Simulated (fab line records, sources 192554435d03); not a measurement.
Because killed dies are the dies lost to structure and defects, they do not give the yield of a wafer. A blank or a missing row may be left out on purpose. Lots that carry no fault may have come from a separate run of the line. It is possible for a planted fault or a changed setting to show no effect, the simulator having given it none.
Comparing a struck lot with a sound one	flow n5 finfet	36 steps out of a route of 1938
Sound: the wafers L358.1, L358.2, L358.5. Struck: wafer L348.1 (left out: L348.2, a lot-mate that was not struck); the cause follows at the end.
Order at every step that has rows: each side's tool, ch and its chambers, its first start. Under that, the readings that differ: sound wafers	struck wafers	difference of the means	sigmas: that difference in standard deviations of wafers without a fault.
alike: readings with means less than 2 such deviations apart, plus words and numbers identical on both sides. not compared: withheld readings, readings lacking a value on some wafer, bounds such as >300 that could conceal the same value, and numbers that have no deviation in the record and whose values overlap.
The two part at a step that has a row with sigmas, a row that says differs or no value, or rows on one side only. Numbers that don't overlap but have no deviation are shown without sigmas and don't part them. A reading that every wafer of one side lacks parts them only if that side has two wafers or more.

first, 9 steps without rows for these wafers: N5_BEOL_M11_ALD_74 (deposits TaN, target thk 2 nm, pulse time 2 s, purge time 3 s); N5_BEOL_M11_SURFACE_TREAT_76; N5_BEOL_M11_CVD_75 (deposits Co from CCTBA/H2, target thk 2 nm, time 138.9 s); N5_BEOL_M11_SPUTTER_48 (material Cu, target thk 12 nm, time 2 s); N5_BEOL_M11_ECD_50 (material Cu, target thk 318 nm); N5_BEOL_M11_ANNEAL_51 (time 90 s); N5_BEOL_M11_CMP_52 (polishes, stops on SiCOH lowk, t overpolish 7 s, target thk 140 nm); N5_BEOL_M11_PRE_CLEAN_55 (time 15 s); N5_BEOL_M11_DEP_56 (deposits SiCN from 3MS/NH3, target thk 30 nm, time 10.5 s).
N5_BEOL_M12_ILD_DEP_00: deposits SiOC from DEMS/O2, target thk 658.92 nm, time 130.7 s.
  sound on pecvd-01 ch 1,2, day 16 11:40; struck on pecvd-03 ch 1, day 13 12:06
reading	sound	struck	difference	sigmas
run length s (s)	176.0 175.2 176.2	213.5	+37.7	+71
model.SiOC_of_BEOL_M12_ILD_DEP_00.thk nm (nm)	648.8 655.8 661.6	841.2	+185.8	
  alike: heater power w, showerhead plenum p Torr, throttle valve pct
N5_BEOL_M12_THK_MEAS_01:
  struck on film metro-02, day 13 12:14; sound on film metro-01, day 16 11:47
reading	sound	struck	difference	sigmas
M12_ILD_THK (nm)	649 656 662	841	+185	+17
then, 10 steps without rows for these wafers: N5_BEOL_M12_COAT_58 (time 60 s, resist thk 89 nm); N5_BEOL_M12_COAT_04 (resist thk 400 nm); N5_BEOL_M12_EBR_06; N5_BEOL_M12_SOFTBAKE_05 (time 60 s); N5_BEOL_M12_EXPOSE_07 (exposes mask V11); N5_BEOL_M12_PEB_08 (peb time 90 s); N5_BEOL_M12_DEVELOP_09 (develop time 45 s); N5_BEOL_M12_HARDBAKE_14 (time 120 s); N5_BEOL_M12_DESCUM_15 (chemistry O2, time 7.9 s); N5_BEOL_M12_ETCH_59 (etches BARC in N2/H2, target depth 89 nm, overetch 26.7 nm, time 67.9 s).
N5_BEOL_M12_VIA_ETCH_16: etches SiOC in C4F8/O2/Ar, target depth 724.8 nm.
  sound on rie diel-05 ch 2,3, day 16 12:47; struck on rie diel-02 ch 2, day 13 12:44
reading	sound	struck	difference	sigmas
model.etch.depth nm (nm)	648.7 655.9 661.6	841.2	+185.8	
model.coat_of_BEOL_M12_COAT_04.thk nm (nm)	126.8 120.6 122.8	72.2	-51.2	
  alike: drypump motor current A, oes product au, rf vpp V, showerhead plenum p Torr, throttle valve pct
N5_BEOL_M12_STRIP_63: strips in N2/H2.
  sound on plasma asher-01 ch 0,1, day 16 12:59; struck on plasma asher-02 ch 0, day 13 12:58
reading	sound	struck	difference	sigmas
drypump motor current A (A)	6.51 6.50 6.52	5.96	-0.55	-2
heater power w (W)	301 318 289	345	+42	+2
oes product au (a.u.)	0.698 0.696 0.686	0.667	-0.026	-6
strip time to endpoint s (s)	43.5 41.9 42.5	28.3	-14.3	-14
  not compared: rf hours counter h
then, 12 steps without rows for these wafers: N5_BEOL_M12_STRIP_64 (strips in N2/H2); N5_BEOL_M12_STRIP_71 (strips in post etch residue remover, time 60 s); N5_BEOL_M12_SRD_72 (time 30 s, dry time 30 s); N5_BEOL_M12_COAT_65 (time 60 s, resist thk 300 nm); N5_BEOL_M12_COAT_66 (time 60 s, resist thk 110 nm); N5_BEOL_M12_COAT_22 (resist thk 300 nm); N5_BEOL_M12_EBR_24; N5_BEOL_M12_SOFTBAKE_23 (time 60 s); N5_BEOL_M12_EXPOSE_25 (exposes mask M12); N5_BEOL_M12_PEB_26 (peb time 90 s); N5_BEOL_M12_DEVELOP_27 (develop time 45 s); N5_BEOL_M12_HARDBAKE_32 (time 120 s).
N5_BEOL_M12_CMP_49: polishes, stops on SiOC, t overpolish 20.6 s, target thk 320 nm.
  sound on cmp-01 ch 0,1,2, day 16 18:10; struck on cmp-04 ch 1, day 13 17:48
reading	sound	struck	difference	sigmas
model.SiOC_of_BEOL_M12_ILD_DEP_00.thk nm (nm)	589.2 595 600.8	784	+189	
  alike: motor current A

## WHERE THEY PART
At N5_BEOL_M12_ILD_DEP_00 first; at N5_BEOL_M12_STRIP_63 last (within this record only). Later steps at which nothing parts them and some readings are alike: N5_BEOL_M12_CMP_49.

WHY: what had been put in by the simulator
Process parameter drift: pecvd-03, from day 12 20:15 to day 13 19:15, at N5_BEOL_M12_ILD_DEP_00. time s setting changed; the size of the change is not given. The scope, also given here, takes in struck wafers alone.
